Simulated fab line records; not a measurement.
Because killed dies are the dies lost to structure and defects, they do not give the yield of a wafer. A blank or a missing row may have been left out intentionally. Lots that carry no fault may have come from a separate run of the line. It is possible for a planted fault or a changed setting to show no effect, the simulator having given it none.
A lot that was struck, set against a sound lot :: flow nand_harc :: 14 out of 1302 route steps
Sound: wafers L283.1, L283.2, L283.6. Wafers struck: L297.1, L297.2, L297.4. The cause is given at the end.
At each step with rows: each side's tool, then ch and its chambers, then its first start. Under that, the readings that differ: sound wafers :: struck wafers :: difference of the means :: sigmas: that difference in standard deviations of wafers without a fault.
alike: a reading whose means differ by less than 2 such deviations, as well as words and numbers matching on both sides. not compared: withheld readings; readings where some wafer has no value; bounds like >300 that might hide an equal value; numbers whose values overlap and for which the record gives no deviation.
The two part at a step that has a row with sigmas, a row that says differs or no value, or rows on one side only. Numbers that have no deviation but don't overlap get no sigmas and don't part them. A reading missing from all wafers of one side parts the sides only when that side holds two or more wafers.

first, 8 steps without rows for these wafers: NHARC_A_STAIRCASE_HMDS_159 (time 30 s); NHARC_A_STAIRCASE_COAT_160; NHARC_A_STAIRCASE_SOFTBAKE_161 (time 170 s); NHARC_A_STAIRCASE_EBR_162; NHARC_A_STAIRCASE_EXPOSE_163 (exposes mask STAIR OPEN); NHARC_A_STAIRCASE_PEB_164 (peb time 130 s); NHARC_A_STAIRCASE_DEVELOP_165 (time 140 s); NHARC_A_STAIRCASE_HARDBAKE_167 (time 140 s).
NHARC_A_STAIRCASE_DESCUM_168: chemistry O2, time 3 s.
  sound on rie_diel-08 ch 1,2, day 16 08:39; struck on rie_diel-07 ch 0,1,3, day 22 09:38
reading: drypump_motor_current_A (A)
sound: 6.5 6.6 6.5
struck: 5.3 5.5 6.0
difference: -0.9
sigmas: -2
  alike: oes_product_au, rf_vpp_V, showerhead_plenum_p_Torr, throttle_valve_pct
  not compared: rf_hours_counter_h
NHARC_A_STAIRCASE_ETCH_169: etches the open film in CH3F/O2, target depth 50 nm, time 107.1 s.
  sound on rie_diel-08 ch 2,3, day 16 08:44; struck on rie_diel-07 ch 1,2,3, day 22 09:49
reading: oes_product_au (a.u.)
sound: 0.971 0.972 0.969
struck: 0.924 0.918 0.924
difference: -0.049
sigmas: -2
  alike: drypump_motor_current_A, rf_vpp_V, showerhead_plenum_p_Torr, throttle_valve_pct
  not compared: rf_hours_counter_h
NHARC_A_STAIRCASE_ETCH_170: etches the open film in C4F6/O2, target depth 200 nm, time 66.667 s.
  sound: rie_diel-08 ch 1,2,3; struck: rie_diel-07 ch 0,2,3
  alike: drypump_motor_current_A, oes_product_au, rf_vpp_V, showerhead_plenum_p_Torr, throttle_valve_pct
  not compared: rf_hours_counter_h
NHARC_A_STAIRCASE_STRIP_171: strips in O2.
  sound on plasma_asher-01 ch 0,1, day 16 08:58; struck on plasma_asher-02 ch 0,1, day 22 10:17
  no value came back on the struck wafers for drypump_motor_current_A (A), heater_power_w (W); on the sound wafers drypump_motor_current_A (A) reads 5.27 5.61 5.28
  not compared: rf_hours_counter_h
then, 2 steps without rows for these wafers: NHARC_A_STAIRCASE_STRIP_172 (strips in SPM, time 900 s); NHARC_END_SORT_01.

## WHERE THEY PART
First at NHARC_A_STAIRCASE_DESCUM_168; last, within this record, at NHARC_A_STAIRCASE_STRIP_171.

WHY: what had been put in by the simulator
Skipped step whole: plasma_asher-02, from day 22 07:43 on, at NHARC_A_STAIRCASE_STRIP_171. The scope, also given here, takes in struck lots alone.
